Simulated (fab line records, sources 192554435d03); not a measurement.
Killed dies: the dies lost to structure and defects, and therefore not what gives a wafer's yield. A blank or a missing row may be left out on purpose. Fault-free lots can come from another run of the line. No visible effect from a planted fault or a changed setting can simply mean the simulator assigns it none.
fab line records | flow n5-finfet
[record] lots = 3 | wafers = 9 | last-day = 19
route steps=1938 shown SDB@348 DUMMY_REMOVAL@377 HKMG_FIN@385 PASSIVATION@1936
lots that met no fault: from a run of the same line without faults
start-h: the number of hours between the record's first day and the start of the first shown wafer of the lot | wait-h: hours from the lot's prior step to this one | " unchanged from the row above | L1.1+2: one row covering several wafers at once | - no value, or no start given | * or withheld: withheld | < > ~ a bound
route shown NAME@n: names a module that has steps shown in the file, with the first one's number in the route | usual: mean and standard deviation over wafers with no fault | same: alike in all rows | chamber/n: place in a boat | sites: readings site by site | _std_site: the standard deviation of these | _edge_site: mean of outer sites minus mean of inner sites | radius-mm: for every site, how far away it sits from the centre of the wafer | mask NAME#n: copy n | behind: the most recent tool/chamber to have shaped the wafer | hold: the reason the lot was held/the length of the hold in hours/how it ended | device: whichever transistor did not switch (one of n, p or np) | end of line: the route-end tests of the same wafers | a step with no rows: only its recipe | killed: dies that structure and defects cost at the first sort, which is not the same as the wafer's yield | map: a wafer's dies, x killed, . not, _ none there
set.NAME: the setting the step ran with; set.NAME@STEP: the setting that earlier step ran with | model.NAME: the simulator's own value behind a step, which no gauge read
lots at some steps of the route; a table a step, a row a wafer
services: the hour from which a tool's chamber was out of use, counted from the record's first day as start-h (under 0 if before that day), plus the number of hours and why
[[steps]]
[step N5_SDB_COAT_03]
[recipe] resist = SOC | temp-c = 250 | time-s = 60 | spin-rpm = 1500 | resist-thk-nm = 100
[step N5_SDB_COAT_04]
[recipe] resist = SiARC | temp-c = 220 | time-s = 60 | spin-rpm = 1500 | resist-thk-nm = 18
[step N5_SDB_COAT_05]
[recipe] resist = CAR-ArF | spin-rpm = 1500 | resist-thk-nm = 90
[step N5_SDB_EBR_07]
[recipe] solvent = PGMEA | ebr-width-mm = 1.5
[step N5_SDB_SOFTBAKE_06]
[recipe] temp-c = 110 | time-s = 60 | resist = CAR-ArF
[step N5_SDB_EXPOSE_08]
[recipe] mask-id = SDB | na = 1.35 | source-shape = conventional | sigma-outer = 0.5 | polarization = unpolarized | dose-mj = 49.6
[step N5_SDB_PEB_09]
[recipe] peb-temp-c = withheld | peb-time-s = 60 | resist = CAR-ArF
[step N5_SDB_DEVELOP_10]
[recipe] develop-time-s = 30 | developer = TMAH | resist = CAR-ArF | rinse-liquid = diw | dry = air-spin | dev-temp-c = 23
[step N5_SDB_DESCUM_16]
[recipe] chemistry = O2 | time-s = 7.9 | source-power-w = 50 | bias-power-w = 20 | pressure-mtorr = 20 | rf-frequency-hz = 2.712e+07 | temp-c = 40 | resist = CAR-ArF | o2-flow-sccm = 225
[step N5_SDB_ETCH_17]
[recipe] chemistry = CF4 | target = SiARC | target-depth-a = 234 | mask-material = CAR-ArF | time-s = 39 | ion-energy-ev = 80 | pressure-mtorr = 40 | source-w = 545 | bias-w = 36 | Ar_flow_sccm = 100 | cf4-flow-sccm = 100 | ends = cleared
[usual] drypump-motor-current-A = 6.0/0.42 | etch-rf-on-time-s = 38.9/1.1 | oes-product-au = 0.70/0.077 | rf-fwd-power-W = 534.0/2.8 | rf-vpp-V = 184.6/1.1 | showerhead-plenum-p-Torr = 2.19/0.064 | throttle-valve-pct = 15.49/0.23
lot.wafer | tool        | chamber | start-h | wait-h | drypump-motor-current-A | etch-rf-on-time-s | oes-product-au | rf-fwd-power-W | rf-hours-counter-h | rf-vpp-V | showerhead-plenum-p-Torr | throttle-valve-pct
L913.2    | rie-diel-05 | 2       | 116.49  | 0.0    | 5.8                     | 39.7              | 0.78           | 533.5          | 20                 | 183.2    | 2.19                     | 15.35
L913.4    | "           | 0       | "       | "      | 5.7                     | 37.5              | 0.75           | 535.6          | -                  | 184.0    | 2.26                     | 15.17
L913.5    | "           | 1       | "       | "      | 6.2                     | 40.1              | 0.58           | 532.0          | -                  | 181.8    | 2.03                     | 16.01
L914.3    | rie-diel-05 | 2       | 123.74  | 0.0    | 5.8                     | 39.6              | 0.77           | 535.4          | 23                 | 185.0    | 2.19                     | 15.36
L914.4    | "           | 3       | "       | "      | 6.7                     | 37.8              | 0.84           | 535.0          | -                  | 184.3    | 2.27                     | 15.24
L914.6    | "           | 0       | "       | "      | 5.7                     | 37.9              | 0.75           | 536.2          | -                  | 185.4    | 2.26                     | 15.20
L923.1    | rie-diel-01 | 0       | 173.30  | 0.0    | 6.2                     | 39.3              | 0.71           | 538.1          | 72                 | 185.5    | 2.26                     | 15.49
L923.2    | "           | 1       | "       | "      | 5.9                     | 39.0              | 0.58           | 539.2          | 230                | 185.4    | 2.12                     | 15.92
L923.4    | "           | 2       | "       | "      | 5.6                     | 38.9              | 0.63           | 531.8          | 171                | 183.0    | 2.13                     | 15.49
[step N5_SDB_ETCH_18]
[recipe] chemistry = N2/H2 | target = SOC | target-depth-a = 1000 | overetch-a = 200 | mask-material = SiARC | temp-c = 40 | time-s = 150 | ion-energy-ev = 200 | pressure-mtorr = 30 | source-w = 840 | bias-w = 150 | n2-flow-sccm = 200 | h2-flow-sccm = 200
[step N5_SDB_STRIP_19]
[recipe] chemistry = N2/H2 | temp-c = 40 | n2-flow-sccm = 200 | h2-flow-sccm = 200 | rf-frequency-hz = 6e+07
[step N5_SDB_STRIP_21]
[recipe] chemistry = CF4 | resist = SiARC | power-w = 300 | bias-power-w = 75 | pressure-mtorr = 50 | cf4-flow-sccm = 150 | rf-frequency-hz = 6e+07
[step N5_SDB_HM_OPEN_20]
[recipe] chemistry = CH3F/O2 | target = SiNx | mask-material = SOC | target-depth-a = 240 | stop-on = poly-Si | over-etch-frac = 0.4 | ion-energy-ev = 120 | pressure-mtorr = 30 | source-w = 395 | bias-w = 73 | Ar_flow_sccm = 150 | CH3F_flow_sccm = 30 | O2_flow_sccm = 20
[step N5_SDB_STRIP_22]
[recipe] chemistry = N2/H2 | power-w = 1000 | temp-c = 250 | h2-frac = 0.65 | overash-fraction = 0.3 | pressure-mtorr = withheld | n2-flow-sccm = 1750 | h2-flow-sccm = 3250
[step N5_SDB_PRECLEAN_23]
[recipe] chemistry = dHF | time-s = 30 | temp-c = 25 | dilution = withheld
[step N5_SDB_DUMMY_REMOVE_24]
[recipe] chemistry = TMAH | temp-c = 70 | target = poly-Si | stop-on = SiO2 | target-depth-nm = 142 | conc-wt-pct = 5 | time-s = 57 | dry = ipa-marangoni | rinse-time-s = 30 | rinse-temp-c = 23
[step N5_SDB_ETCH_25]
[recipe] chemistry = C4F6/O2 | target = SiO2 | target-depth-a = 100 | time-s = 3.3 | ion-energy-ev = 250 | mask-material = SiNx | pressure-mtorr = 30 | source-w = 345 | bias-w = 185 | Ar_flow_sccm = 300 | C4F6_flow_sccm = 10 | O2_flow_sccm = 10
[step N5_SDB_CUT_ETCH_26]
[recipe] chemistry = HBr/Cl2/O2 | target = Si | target-depth-a = 1296 | bt-time-s = 20 | mask-material = SiNx | time-s = 51.8 | ion-energy-ev = * | bias-w = * | pressure-mtorr = 10 | icp-w = 800 | HBr_flow_sccm = 150 | Cl2_flow_sccm = 80 | O2_flow_sccm = 12
[step N5_SDB_PRECLEAN_38]
[recipe] chemistry = dHF | time-s = 10 | dilution = 750:1 | temp-c = 25
[step N5_SDB_PRECLEAN_39]
[recipe] chemistry = O3/DIW | time-s = 45 | temp-c = 22 | o3-ppm = 10
[step N5_SDB_SRD_28]
[recipe] dry = ipa-marangoni | time-s = 30 | temp-c = 23 | rinse-liquid = diw
[step N5_SDB_ALD_29]
[recipe] material = SiNx | target-thk-a = 300 | temp-c = 400 | ald-precursor-family = SiH2I2 | ald-co-reactant = N2/H2-plasma | pulse-time-s = 1 | ald-cycles = 600 | purge-time-s = 2 | co-reactant-purge-time-s = 2 | pressure-torr = 2
[step N5_SDB_CMP_30]
[recipe] stop-on = poly-Si | t-overpolish-s = 1.54 | post-cmp-clean = alkaline-brush | down-force-psi = 4.1491 | platen-rpm = 51.796 | pad-velocity-m-s = 1.0306 | target-thk-nm = 30
[step N5_DUMMY_REMOVAL_HM_STRIP_01]
[recipe] chemistry = CH3F/O2 | material = SiNx | target-depth-a = 40 | stop-on = poly-Si | time-s = 6.8 | over-etch-frac = 0.3 | ion-energy-ev = 60 | power-w = 410 | bias-w = 29 | Ar_flow_sccm = 150 | CH3F_flow_sccm = 30 | O2_flow_sccm = 20
[step N5_DUMMY_REMOVAL_STRIP_10]
[recipe] chemistry = N2/H2 | time-s = 40 | power-w = 100 | temp-c = 40 | pressure-mtorr = 100 | rf-frequency-hz = 6e+07 | bias-power-w = 3 | n2-flow-sccm = 300 | h2-flow-sccm = 300
[step N5_DUMMY_REMOVAL_PRECLEAN_07]
[recipe] chemistry = dHF | time-s = 30 | temp-c = 25 | dilution = withheld
[step N5_DUMMY_REMOVAL_DUMMY_REMOVE_02]
[recipe] chemistry = TMAH | temp-c = 70 | target = poly-Si | stop-on = SiO2 | target-depth-nm = 142 | conc-wt-pct = 5 | time-s = 57 | dry = ipa-marangoni | rinse-time-s = 30 | rinse-temp-c = 23
[step N5_DUMMY_REMOVAL_PRECLEAN_08]
[recipe] chemistry = NF3:NH3 | afs-cycles = 2 | temp-c = 30 | time-s = 20 | sublimation-temp-c = 180 | sublimation-time-s = 60 | pressure-torr = 3 | rf-power-w = 30
[step N5_DUMMY_REMOVAL_PRECLEAN_04]
[recipe] chemistry = DHF | time-s = 37 | temp-c = 25 | dilution = 500:1
[step N5_DUMMY_REMOVAL_SRD_05]
[recipe] dry = ipa-marangoni | do-ppb = 5 | time-s = 30 | temp-c = 23 | rinse-liquid = diw
[step N5_HKMG_FIN_IL_REGROW_00]
[recipe] material = SiO2 | target-thk-a = 7.5 | chemistry = O3 | temp-c = withheld | time-s = 30
[step N5_HKMG_FIN_HK_ALD_01]
[recipe] material = HfO2 | target-thk-a = 16 | temp-c = withheld | ald-precursor-family = HfCl4 | ald-co-reactant = H2O | pulse-time-s = 3 | purge-time-s = 3 | co-reactant-purge-time-s = 2.5 | co-reactant-pulse-time-s = 0.3 | ald-cycles = 30
[step N5_HKMG_FIN_HK_ANNEAL_02]
[recipe] temp-c = 700 | time-s = 30 | ambient = N2 | idle-temp-c = 600 | ramp-up-c-per-s = 150 | ramp-down-c-per-s = 60 | cool-to-c = 600
[step N5_HKMG_FIN_ALD_74]
[recipe] material = La2O3 | target-thk-a = 5 | temp-c = 250 | ald-precursor-family = La-Cp | ald-co-reactant = O3 | pulse-time-s = 6 | co-reactant-pulse-time-s = 1 | purge-time-s = 3 | co-reactant-purge-time-s = 3
[step N5_HKMG_FIN_ALD_75]
[recipe] material = Al2O3 | target-thk-a = 10 | temp-c = 150 | ald-precursor-family = TMA | ald-co-reactant = H2O | pulse-time-s = withheld | co-reactant-pulse-time-s = 1
[step N5_PASSIVATION_PROBE_49]
[usual] defect-limited-yield = 91.1/1.4 | killed_at_M0_to_M3 = 34/9.6 | killed_at_M4_up = 15/5.3 | killed-at-contacts = 12/6.1 | killed-at-front-end = 40/11 | killed-at-other = 3.5/2.8 | killed-dies = 105/17 | killed-open = 70/12 | killed-short = 34/7.7 | sort_bin_4_leakage = 0.01/0.07 | sort_bin_5_function = 5.2/0.97 | sort_bin_6_memory = 3.4/0.62 | sort-n-pass = 1075/17 | sort-yield-pct = 91.1/1.4
[same] gross-dies = 1180 | killed-at-back-side = 0 | sort_bin_8_speed[%] = 0
lot.wafer | tool      | chamber | start-h | wait-h | defect-limited-yield[%] | killed_at_M0_to_M3 | killed_at_M4_up | killed-at-contacts | killed-at-front-end | killed-at-other | killed-dies | killed-open | killed-short | sort_bin_4_leakage[%] | sort_bin_5_function[%] | sort_bin_6_memory[%] | sort-n-pass | sort-yield-pct[%]
L914.3    | prober-02 | -       | 408.24  | 0.2    | 83.1                    | 41                 | 9               | 15                 | 130                 | 5               | 200         | 66          | 33           | 0                     | 11.0                   | 3.4                  | 980         | 83.1
L914.4    | prober-02 | -       | 408.29  | 0.3    | 80.3                    | 40                 | 13              | 14                 | 157                 | 8               | 232         | 71          | 36           | 0                     | 13.1                   | 4.2                  | 948         | 80.3
L914.6    | prober-02 | -       | 408.39  | 0.4    | 81.0                    | 15                 | 8               | 24                 | 174                 | 3               | 224         | 67          | 22           | 0                     | 11.6                   | 4.9                  | 956         | 81.0
L923.1    | prober-01 | -       | 460.24  | 0.0    | 89.4                    | 59                 | 16              | 10                 | 40                  | 0               | 125         | 80          | 44           | 0                     | 6.6                    | 3.6                  | 1055        | 89.4
L923.2    | prober-01 | -       | 460.29  | 0.1    | 89.1                    | 51                 | 18              | 19                 | 38                  | 3               | 129         | 86          | 43           | 0                     | 6.6                    | 3.8                  | 1051        | 89.1
L923.4    | prober-01 | -       | 460.39  | 0.2    | 92.8                    | 44                 | 10              | 12                 | 17                  | 2               | 85          | 67          | 18           | 0                     | 4.5                    | 2.6                  | 1095        | 92.8
// killed by level:class
L914.3 SDB:unspecified=100 MOL_CONTACT_COAG:geometric-particle:open=10 BEOL_M0_SAQP:geometric-particle:short=9 BEOL_M1:geometric-particle:open=9 BEOL_M2:geometric-particle:open=9 STI_FIN_REVEAL:geometric-particle:open=8 BEOL_M0_SAQP:geometric-particle:open=7 GATE_CUT:geometric-particle:short=5
L914.4 SDB:unspecified=123 MOL_CONTACT_COAG:geometric-particle:open=9 BEOL_M0_SAQP:geometric-particle:open=9 BEOL_M2:geometric-particle:open=9 DUMMY_GATE:geometric-particle:open=8 BEOL_M1:geometric-particle:open=8 BEOL_M0_SAQP:geometric-particle:short=6 BEOL_M2:geometric-particle:short=6
L914.6 SDB:unspecified=128 MOL_CONTACT_COAG:geometric-particle:open=18 STI_FIN_REVEAL:geometric-particle:open=13 FIN_SAQP:geometric-particle:open=8 MOL_CONTACT_COAG:geometric-particle:short=6 BEOL_M0_SAQP:geometric-particle:open=6 HKMG_FIN:area-etch=5 STARTING-WAFER:geometric-particle:short=4
L923.1 BEOL_M1:geometric-particle:short=14 BEOL_M2:geometric-particle:open=12 STI_FIN_REVEAL:geometric-particle:open=11 BEOL_M4:geometric-particle:open=9 MOL_CONTACT_COAG:geometric-particle:open=9 BEOL_M3:geometric-particle:open=8 FIN_SAQP:geometric-particle:open=6 BEOL_M0_SAQP:geometric-particle:open=6
L923.2 MOL_CONTACT_COAG:geometric-particle:open=14 BEOL_M2:geometric-particle:open=11 BEOL_M3:geometric-particle:open=10 BEOL_M4:geometric-particle:open=9 FIN_SAQP:geometric-particle:open=8 FIN_SAQP:geometric-particle:short=8 BEOL_M1:geometric-particle:open=8 BEOL_M0_SAQP:geometric-particle:open=7
L923.4 BEOL_M2:geometric-particle:open=12 MOL_CONTACT_COAG:geometric-particle:open=10 BEOL_M0:geometric-particle:open=9 BEOL_M0_SAQP:geometric-particle:short=6 BEOL_M0_SAQP:geometric-particle:open=5 BEOL_M4:geometric-particle:open=5 STARTING-WAFER:geometric-particle:open=5 DUMMY_GATE:geometric-particle:open=4
// map L914.4 (x killed, . not)
_________________...xxx......________________
______________.x................_____________
___________......x............x.xx.__________
__________...........x.....x........_________
________...x.......x.x................_______
_______x.............x.................______
______..x................x....x........._____
_____.......x.x........xxxxxx..x..x.x...x____
____........x.........xxxxxx.xx.xx......x.___
___.............x....xxxxxxxxxxxxx.........__
___.................xxxxxxxxxxxx..x.x......__
__.x................xxxxxxxxxxxxxx.........._
__.........x..x....xxxxxxxxxxxxxx.x........._
_..x..x..x..x...x.xxxxxxxxxxxxxxxxx......x...
_.x.x..........x...x.xxxxxxxxxxx.x.........x.
_................x.xxxxxxxxxxxx.x............
_...................xxxx.xxxx..x.......x.....
_.x...x............x...x...xx.x....x.........
_..xx....x.........xx.....x..x.......x......x
_x.......xx..x...x...x.....x.......x.........
_x...............................x.x.......x.
__..x.......x.........x.......x............._
__......x.......................x..........._
___.............x.........................x__
___............x.....................x.....__
____......x...x........x..x...............___
_____...........x..........x.............____
______......x...x......................x_____
_______...........x.x.................x______
________.....x.......x.......xx......._______
__________.x.....x........x........._________
___________...x....x...x.x...x....x__________
______________..x...........x..._____________
_________________............________________
// map L913.4 (x killed, . not)
_________________............________________
______________.......x.........._____________
___________.......x.............x..__________
__________.....................xx..._________
________..........x.....x............._______
_______....x.....x.....................______
______x...............x................._____
_____...x.......x.......x.......x....x...____
____...x..................................___
___......x...x..xx......x.......x......x...__
___.....x........x.x................x......__
__..........x.......................x......._
__..x...........x.....x..x......x.........x._
_x.......x.........x.x.................xx....
_......x...........x......x..x............x..
_..............................x.............
_................x.............x...xx......xx
_...x................x.......................
_.x..xx..............x.......................
_............xx...........xx............x....
_..x.x......x..x.....xx.x..........x..x..xx..
__...xx................x.............x..x..._
__.x..x..x.....x.x................xx........_
___....x................x....x.............__
___.........x..............x.......x.......__
____......................x...............___
_____....x..........x.....x.x........x...____
______.......x.......xx................._____
_______.................x..............______
________x...........x...x....x..x..x.._______
__________.x............x.x......x.._________
___________.......x................__________
______________.....x.x.........._____________
_________________............________________
[[services]]
tool        | chamber | start-h | hours | kind
rie-diel-01 | -       | 109.73  | 14.6  | pm
rie-diel-05 | 1       | 122.16  | -     | clean
rie-diel-05 | 1       | 122.16  | -     | consumable-replace:focus-ring
rie-diel-05 | 1       | 122.16  | -     | consumable-replace:showerhead
rie-diel-05 | 1       | 122.16  | 17.9  | scheduled-down
rie-diel-05 | 1       | 122.16  | 17.9  | vent-cycle
rie-diel-01 | 3       | 166.05  | 3.5   | repair
[[key]]
[first-sign] step = N5_PASSIVATION_PROBE_49 | reading = killed-at-front-end | direction = up | sigmas = 11 | usual = 40 | struck = 154
[effect] step = N5_PASSIVATION_PROBE_49 | reading = killed-dies | direction = up | sigmas = 6.7 | usual = 105 | struck = 219
[more-kills-born-at] N5_SDB_ETCH_17@rie-diel-05 = 351
met-at N5_SDB_ETCH_17
struck-wafers L914.3,L914.4,L914.6
onset-between 116.49 123.74
[fault] kind = chamber-particle-source | tool = rie-diel-05 | chamber = - | onset-h = 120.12 | steps = N5_SDB_ETCH_17 | rate-per-visit-cm2 = 0.84376 | until-the-next-wet-clean = True
